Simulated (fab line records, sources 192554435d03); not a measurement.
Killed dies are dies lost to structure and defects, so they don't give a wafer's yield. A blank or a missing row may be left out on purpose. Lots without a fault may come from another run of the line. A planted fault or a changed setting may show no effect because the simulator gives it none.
Split-lot experiment | flow n5_finfet | 7 lots, 21 wafers read, on a route of 1938 steps

THE SPLIT
At N5_BEOL_M13_COAT_58 (time 60 s, resist thk 89 nm), the setting spin_rpm was moved away from the recipe's 1500 rpm on 7 of the 21 wafers read, by -5.3% to +6.1%. The other wafers ran this setting at the recipe's value.

FROM THE SPLIT TO THE READING: what the file shows between them, 3 steps
- N5_BEOL_M13_COAT_04: resist thk 400 nm
- N5_BEOL_M13_EBR_06
- N5_BEOL_M13_DESCUM_15: chemistry O2, time 7.9 s

THE READING
etch.depth_nm (the simulator's own value, which no gauge read), in nm, at N5_BEOL_M13_ETCH_59 (etches BARC in N2/H2, target depth 89 nm, overetch 26.7 nm, time 67.9 s). The file gives no usual value for it. The 14 wafers here that ran the recipe average 89.09 nm, standard deviation 0.15 nm.

wafer  | tool, chamber at the split | spin_rpm as run, rpm | against the recipe | etch.depth_nm, nm | against lot-mates on the recipe
L078.3 | litho_track-05, 0          | 1500                 | recipe             | 89.37             | -
L078.4 | litho_track-05, 0          | 1500                 | recipe             | 89.23             | -
L078.6 | litho_track-05, 0          | 1500                 | recipe             | 89.19             | -
L079.1 | litho_track-03, 0          | 1421                 | -5.3%              | 91.35             | +2.39
L079.3 | litho_track-03, 0          | 1500                 | recipe             | 88.96             | -
L079.5 | litho_track-03, 0          | 1421                 | -5.3%              | 91.06             | +2.10
L083.2 | litho_track-02, 0          | 1592                 | +6.1%              | 86.42             | -2.58
L083.5 | litho_track-02, 0          | 1592                 | +6.1%              | 86.23             | -2.77
L083.6 | litho_track-02, 0          | 1500                 | recipe             | 89                | -
L084.2 | litho_track-05, 0          | 1500                 | recipe             | 88.96             | -
L084.3 | litho_track-05, 0          | 1443                 | -3.8%              | 90.97             | +1.84
L084.4 | litho_track-05, 0          | 1500                 | recipe             | 89.29             | -
L085.1 | litho_track-05, 0          | 1500                 | recipe             | 88.99             | -
L085.5 | litho_track-05, 0          | 1500                 | recipe             | 89.05             | -
L085.6 | litho_track-05, 0          | 1500                 | recipe             | 89.04             | -
L088.1 | litho_track-05, 0          | 1500                 | recipe             | 88.85             | -
L088.3 | litho_track-05, 0          | 1438                 | -4.1%              | 90.91             | +2.06
L088.5 | litho_track-05, 0          | 1438                 | -4.1%              | 90.95             | +2.10
L087.1 | litho_track-03, 0          | 1500                 | recipe             | 89.16             | -
L087.2 | litho_track-03, 0          | 1500                 | recipe             | 89.21             | -
L087.3 | litho_track-03, 0          | 1500                 | recipe             | 88.91             | -

THE FIT
A straight line over all 21 wafers: etch.depth_nm changes by -0.439 nm for each +1% of spin_rpm; r = -0.99; the points scatter about the line by 0.16 nm.
The same after taking each lot's own level away (the mean of its wafers on the recipe; 21 wafers): -0.448 nm for each +1%; r = -1.00; scatter 0.13 nm.
On that fit, the largest move of spin_rpm shifts the reading by 2.8 nm.
The lots' own levels span 88.850 to 89.263 nm, that is 2.8 times the standard deviation above.
So the lot-to-lot level changes the slope little: the two slopes agree.
Check: with one of the wafers moved furthest among these (+6.1%) left out of the fit, the line predicts -2.79 nm for it against its lot-mates. It came out at -2.58 nm against them.

OTHER SPLITS ON THESE WAFERS
These wafers also went through other splits before the reading. Each is held against what the fit with the lots' levels taken away leaves over:
other split on the same wafers | wafers away from the commonest value | r with etch.depth_nm (lot level and that fit taken away)
N5_BEOL_M13_ILD_DEP_00 time_s  | 7                                    | -0.15

THE WHOLE CHAIN: every reading that the file lists as answering this split, in the file's order
step                 | what it does                                                            | reading                                                                          | change (the file's fit)               | r (the file's)
N5_BEOL_M13_COAT_58  | time 60 s, resist thk 89 nm                                             | BARC_of_BEOL_M13_COAT_58.thk_nm (the simulator's own value, which no gauge read) | -0.459 nm for each +1% of the setting | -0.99
N5_BEOL_M13_ETCH_59  | etches BARC in N2/H2, target depth 89 nm, overetch 26.7 nm, time 67.9 s | etch.depth_nm (the simulator's own value, which no gauge read)                   | -0.452 nm for each +1% of the setting | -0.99
N5_BEOL_M13_STRIP_64 | strips in N2/H2                                                         | strip_time_to_endpoint_s                                                         | withheld for each +1% of the setting  | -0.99

THE FILE'S OWN FIT
etch.depth_nm changes by -0.452 nm for each +1% of spin_rpm, r = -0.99.
